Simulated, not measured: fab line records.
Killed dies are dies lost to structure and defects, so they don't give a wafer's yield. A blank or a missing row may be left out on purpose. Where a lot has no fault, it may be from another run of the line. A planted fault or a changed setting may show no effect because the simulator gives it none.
Chamber matching | flow n5Finfet | N5_SPACER0_ALD_00 on aldSin-02: 4 sister chambers
The step deposits SiOCN, target thk 3.5 nm, pulse time 3 s, purge time 2 s. 8 wafers are shown with their chamber, then 8 later ones without.

WAFERS WITH THEIR CHAMBER
wafer  | chamber | heaterPowerW (W) | heaterPowerOuterW (W)
L078.4 | 1       | 739              | 431
L079.2 | 1       | 732              | 440
L079.3 | 2       | 745              | 449
L081.4 | 2       | 751              | 447
L081.6 | 0       | 841              | 550
L083.5 | 3       | 968              | 623
L083.6 | 0       | 846              | 562
L087.3 | 3       | 970              | 635

WAFERS WITHOUT THEIR CHAMBER
wafer  | heaterPowerW (W) | heaterPowerOuterW (W)
L087.4 | 860              | 548
L087.6 | 948              | 623
L089.1 | 739              | 452
L089.2 | 731              | 428
L089.4 | 861              | 542
L091.1 | 738              | 438
L091.4 | 979              | 648
L091.6 | 740              | 447

WHICH CHAMBER EACH WENT THROUGH
wafer  | from the rows above     | in truth
L087.4 | 0                       | 0
L087.6 | 3                       | 3
L089.1 | can't be placed: 2 or 1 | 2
L089.2 | 1                       | 1
L089.4 | 0                       | 0
L091.1 | 1                       | 1
L091.4 | 3                       | 3
L091.6 | can't be placed: 1 or 2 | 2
Correct placement for 6 of the 8. Unplaceable from these rows: 2, with the true chamber sitting among the candidates in 2. Placed wrongly: 0.
How it was worked out, from the rows above alone: a wafer's distance from a chamber is the root of the sum, over the readings, of the square of ((its reading less the chamber's mean) divided by the reading's scatter). If the next closest chamber is less than 2 further off than the closest, the wafer can't be placed; otherwise it belongs to the closest. The mean given for a chamber averages the wafers shown for that chamber. The scatter: the root of (the sum of the squares of (reading less its chamber's mean) over the shown wafers, divided by (wafers less chambers)).
